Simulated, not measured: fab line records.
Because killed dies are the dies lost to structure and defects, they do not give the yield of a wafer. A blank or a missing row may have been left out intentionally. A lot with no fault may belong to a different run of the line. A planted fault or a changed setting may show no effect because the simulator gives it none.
Which tool is to blame?	flow n5_finfet	27 wafers from 9 lots sampled at 8 of the route's 1938 steps

WHAT THE GAUGES SHOWED, per wafer
N5_BEOL_M2_CD_MEAS_28: target cd 26.2 nm, target cd y 24.1 nm. Usual: 26.18 nm for cd_nm, sd 0.23.
lot	measured	on	cd_nm (nm)	flag
L183	day 6 16:59	cd_sem-02	25.98 26.17 25.76	
L192	day 8 16:38	cd_sem-03	26.43 26.20 26.28	
L193	day 9 04:38	cd_sem-02	26.39 25.94 26.05	
L197	day 10 04:45	cd_sem-02	26.25 25.96 26.09	
L201	day 11 06:58	cd_sem-01	26.08 26.19 26.31	
L202	day 11 22:05	cd_sem-03	26.38 26.04 25.79	
L204	day 12 01:26	cd_sem-03	25.94 26.56 26.40	
L205	day 12 02:07	cd_sem-02	26.25 26.81 25.86	
L206	day 12 10:26	cd_sem-01	25.86 26.23 26.06	

N5_BEOL_M2_OVL_MEAS_29. Usual: V1_OVL -0.2 nm, standard deviation 0.63.
lot	measured	on	V1_OVL (nm)	flag
L183	day 6 17:01	overlay-02	0.8 -0.3 -0.4	
L192	day 8 16:41	overlay-01	-0.6 0.2 0.5	
L193	day 9 04:40	overlay-02	0.5 1.0 0.2	
L197	day 10 04:47	overlay-01	-0.5 -0.5 0.2	
L201	day 11 06:59	overlay-01	-0.9 -0.5 0.3	
L202	day 11 22:07	overlay-01	-0.3 -0.7 -0.4	
L204	day 12 01:29	overlay-02	0.3 0.2 -0.2	
L205	day 12 02:09	overlay-01	0.1 0.3 -0.1	
L206	day 12 10:28	overlay-02	0.2 -0.2 -0.1	

N5_BEOL_M2_OCD_MEAS_38. Usual: 55.7 nm for trench_depth_nm, sd 1.
lot	measured	on	trench_depth_nm (nm)	flag
L183	day 6 17:59	ocd-01	55.0 55.2 55.2	
L192	day 8 23:28	ocd-01	41.8 40.3 41.6	OFF
L193	day 9 11:17	ocd-01	40.2 39.9 41.8	OFF
L197	day 10 08:48	ocd-02	55.1 56.2 54.9	
L201	day 11 20:27	ocd-02	54.6 56.1 55.5	
L202	day 12 00:04	ocd-01	55.8 55.5 54.8	
L204	day 12 07:57	ocd-02	56.7 57.1 55.5	
L205	day 12 08:05	ocd-01	57.8 55.4 53.2	
L206	day 12 13:27	ocd-01	55.0 56.5 57.6	

N5_BEOL_M2_THK_MEAS_53: measures by xrf. Usual: M2_THK 39.8 nm, standard deviation 1.5.
lot	measured	on	M2_THK (nm)	flag
L183	day 6 21:45	film_metro-02	39.7 40.3 38.3	
L192	day 9 03:20	film_metro-02	26.7 25.5 26.6	OFF
L193	day 9 15:26	film_metro-02	26.0 24.0 26.3	OFF
L197	day 10 12:23	film_metro-02	38.4 40.9 35.9	
L201	day 12 00:21	film_metro-01	37.3 38.1 38.3	
L202	day 12 05:47	film_metro-01	39.9 40.7 39.9	
L204	day 12 11:32	film_metro-02	41.0 40.9 40.7	
L205	day 12 11:36	film_metro-01	40.6 37.6 37.3	
L206	day 12 17:39	film_metro-01	38.7 40.6 41.5	

N5_BEOL_M2_RS_MEAS_58: measurement is done with a four-point probe. Usual: M2_RS 0.67 ohm/sq, standard deviation 0.032.
lot	measured	on	M2_RS (ohm/sq)	flag
L183	day 6 22:01	film_metro-02	0.68 0.66 0.71	
L192	day 9 03:40	film_metro-01	1.13 1.19 1.13	OFF
L193	day 9 15:41	film_metro-02	1.17 1.31 1.15	OFF
L197	day 10 12:39	film_metro-01	0.71 0.66 0.78	
L201	day 12 00:37	film_metro-02	0.72 0.70 0.69	
L202	day 12 06:03	film_metro-01	0.66 0.65 0.66	
L204	day 12 11:48	film_metro-01	0.65 0.65 0.66	
L205	day 12 11:55	film_metro-01	0.65 0.71 0.72	
L206	day 12 17:55	film_metro-02	0.69 0.64 0.63	

N5_BEOL_M4_RC_MEAS_101. Usual: DIBL_N 36.0 mV/V, standard deviation 1.6; DIBL_P 36.1 mV/V, standard deviation 2; IOFF_N 0.160 nA/um, standard deviation 0.029; IOFF_P 0.21 nA/um, standard deviation 0.039; ION_N 675 uA/um, standard deviation 13; ION_P 464 uA/um, standard deviation 8.8; SERP_M2 196 ohm/um, standard deviation 13; SERP_M2_max_site 210 ohm/um, standard deviation 16; SS_N 71.5 mV/dec, standard deviation 0.58; SS_P 73.3 mV/dec, standard deviation 0.65; VT_N 250 mV, standard deviation 3.3; VT_P -249 mV, standard deviation 3.6.
lot	measured	on	DIBL_N (mV/V)	DIBL_P (mV/V)	IOFF_N (nA/um)	IOFF_P (nA/um)	ION_N (uA/um)	ION_P (uA/um)	SERP_M2 (ohm/um)	SERP_M2_max_site (ohm/um)	SS_N (mV/dec)	SS_P (mV/dec)	VT_N (mV)	VT_P (mV)	flag
L183	day 7 20:04	prober-02	37.4 35.6 36.4	36.9 34.9 33.6	0.164 0.128 0.141	0.21 0.19 0.17	676 659 662	456 454 449	203 203 210	212 220 220	72.0 71.5 71.6	73.4 73.0 72.7	247 251 254	-252 -253 -255	
L192	day 10 04:10	prober-02	35.8 37.9 38.2	35.5 37.8 37.7	0.150 0.186 0.192	0.20 0.24 0.24	677 688 688	467 472 466	317 327 269	369 355 320	71.9 72.2 71.8	73.4 73.6 73.8	249 245 245	-253 -248 -248	OFF
L193	day 10 18:43	prober-02	36.3 36.4 37.7	36.7 37.4 38.8	0.166 0.165 0.180	0.23 0.25 0.26	679 678 672	463 471 458	313 370 328	337 386 347	72.5 72.9 72.1	72.7 73.8 73.5	248 249 248	-246 -243 -247	OFF
L197	day 11 04:11	prober-02	34.7 35.0 34.6	34.2 33.5 34.1	0.134 0.135 0.135	0.21 0.19 0.20	668 665 664	469 457 463	219 211 227	253 225 254	71.9 71.2 70.7	72.6 72.5 72.9	251 252 251	-248 -252 -251	
L201	day 12 22:20	prober-02	37.0 38.7 38.2	37.9 39.9 40.1	0.177 0.218 0.195	0.24 0.30 0.29	694 711 689	478 482 480	197 198 202	212 201 237	72.3 72.2 72.1	73.2 74.3 73.8	245 244 244	-245 -244 -244	
L202	day 13 09:56	prober-01	34.8 36.2 36.8	34.0 35.5 35.9	0.146 0.154 0.174	0.17 0.20 0.21	687 681 699	463 469 468	184 189 199	205 207 203	70.9 71.5 71.2	72.3 73.7 73.0	247 248 247	-252 -250 -250	
L204	day 13 06:37	prober-02	31.8 32.8 35.6	33.0 34.9 37.3	0.115 0.123 0.171	0.18 0.21 0.24	667 663 681	461 468 471	218 210 207	235 238 223	70.8 71.1 71.3	72.4 73.2 73.8	256 254 249	-250 -246 -247	
L205	day 13 15:26	prober-02	34.6 35.0 37.1	33.6 35.3 37.7	0.128 0.139 0.180	0.19 0.21 0.25	664 657 682	462 458 465	187 202 221	195 221 235	70.7 71.5 71.9	72.0 72.9 74.1	253 253 247	-247 -251 -247	
L206	day 13 14:01	prober-01	37.1 37.2 38.8	39.3 38.6 40.2	0.192 0.181 0.234	0.30 0.27 0.31	682 677 687	472 469 468	191 183 183	199 200 192	70.9 72.6 72.1	74.7 73.8 74.1	245 247 244	-242 -246 -242	

WHICH TOOL RAN EACH LOT (tool, then ch and the chambers of the sampled wafers, then the start)
lot	N5_BEOL_M2_TRENCH_ETCH_37	N5_BEOL_M2_PRE_CLEAN_45
L183	rie_diel-06 ch 0,2, day 6 17:50	pvd_sputter-01, day 6 18:16
L192	rie_diel-04 ch 0,1, day 8 23:19	pvd_sputter-02, day 8 23:58
L193	rie_diel-04 ch 0,1,2, day 9 11:08	pvd_sputter-02, day 9 11:46
L197	rie_diel-06 ch 0,1, day 10 08:38	pvd_sputter-02, day 10 09:07
L201	rie_diel-06 ch 0,1,3, day 11 20:17	pvd_sputter-01, day 11 21:04
L202	rie_diel-06 ch 0,1,3, day 11 23:55	pvd_sputter-01, day 12 00:23
L204	rie_diel-04 ch 2,3, day 12 07:48	pvd_sputter-03, day 12 08:28
L205	rie_diel-03 ch 1,2,3, day 12 07:55	pvd_sputter-03, day 12 08:32
L206	rie_diel-04 ch 0,1,2, day 12 13:18	pvd_sputter-02, day 12 14:10
- N5_BEOL_M2_TRENCH_ETCH_37: etches SiOC in C4F6/O2, target depth 55.555 nm, time 29.2 s.
- N5_BEOL_M2_PRE_CLEAN_45: time 30 s.

WHAT THE TOOLS THEMSELVES READ (means of the sampled wafers that have a number; where no wafer has one, the mark that the record gives instead)
N5_BEOL_M2_TRENCH_ETCH_37. Usual: C4F6_flow_sccm 10.00 sccm, standard deviation 0.032; drypump_motor_current_A 5.7 A, standard deviation 0.6; oes_product_au 0.81 a.u., standard deviation 0.084; rf_vpp_V 660 V, standard deviation 12; showerhead_plenum_p_Torr 2.80 Torr, standard deviation 0.089; throttle_valve_pct 20.90 %, standard deviation 0.24.
lot	tool	C4F6_flow_sccm (sccm)	drypump_motor_current_A (A)	oes_product_au (a.u.)	rf_vpp_V (V)	showerhead_plenum_p_Torr (Torr)	throttle_valve_pct (%)	flag
L183	rie_diel-06	10.03	5.3	0.77	658	2.75	21.04	
L192	rie_diel-04	10.02	5.9	0.68	655	2.75	20.62	
L193	rie_diel-04	10.02	5.8	0.63	654	2.77	20.82	
L197	rie_diel-06	10.02	5.0	0.82	671	2.78	20.95	
L201	rie_diel-06	10.01	5.5	0.83	667	2.76	20.90	
L202	rie_diel-06	10.02	5.6	0.84	668	2.76	20.90	
L204	rie_diel-04	9.99	5.7	0.87	654	2.79	21.04	
L205	rie_diel-03	9.95	6.0	0.90	672	2.94	20.66	
L206	rie_diel-04	10.03	5.8	0.84	653	2.76	20.75	

N5_BEOL_M2_PRE_CLEAN_45. Usual: heater_power_w 329 W, standard deviation 40; susceptor_temp_C 250.01 C, standard deviation 0.18.
lot	tool	heater_power_w (W)	susceptor_temp_C (C)	flag
L183	pvd_sputter-01	333	249.92	
L192	pvd_sputter-02	345	249.90	
L193	pvd_sputter-02	330	250.10	
L197	pvd_sputter-02	346	249.88	
L201	pvd_sputter-01	368	250.17	
L202	pvd_sputter-01	332	250.18	
L204	pvd_sputter-03	346	250.08	
L205	pvd_sputter-03	313	250.07	
L206	pvd_sputter-02	346	250.03	

THE ANSWER, worked out from the rows above alone
Rule: lot off if the mean of its wafers having a number is beyond 3 standard deviations from the usual mean. A lot without any number at a reading at which 4 lots or more have one is off too. Any other lot the step has rows for is counted as sound. First the gauges in route order, then the tools' own readings, where a lot's mean is used as printed above. At the first step where some lot is off, the reading lying furthest off is the one used; lots without a number count as furthest.
Off at N5_BEOL_M2_OCD_MEAS_38 (trench_depth_nm): L192, L193.
If a tool, at a process step before that reading, ran all the lots that are off and no sound lot after the first of them, it fits. The gauges at N5_BEOL_M2_OCD_MEAS_38 aren't tried: what is off there is off at N5_BEOL_M2_THK_MEAS_53 too, on other tools, and a gauge's error can't cause that. No candidate that was tried fits.

WHAT THE SIMULATOR HAD PUT IN
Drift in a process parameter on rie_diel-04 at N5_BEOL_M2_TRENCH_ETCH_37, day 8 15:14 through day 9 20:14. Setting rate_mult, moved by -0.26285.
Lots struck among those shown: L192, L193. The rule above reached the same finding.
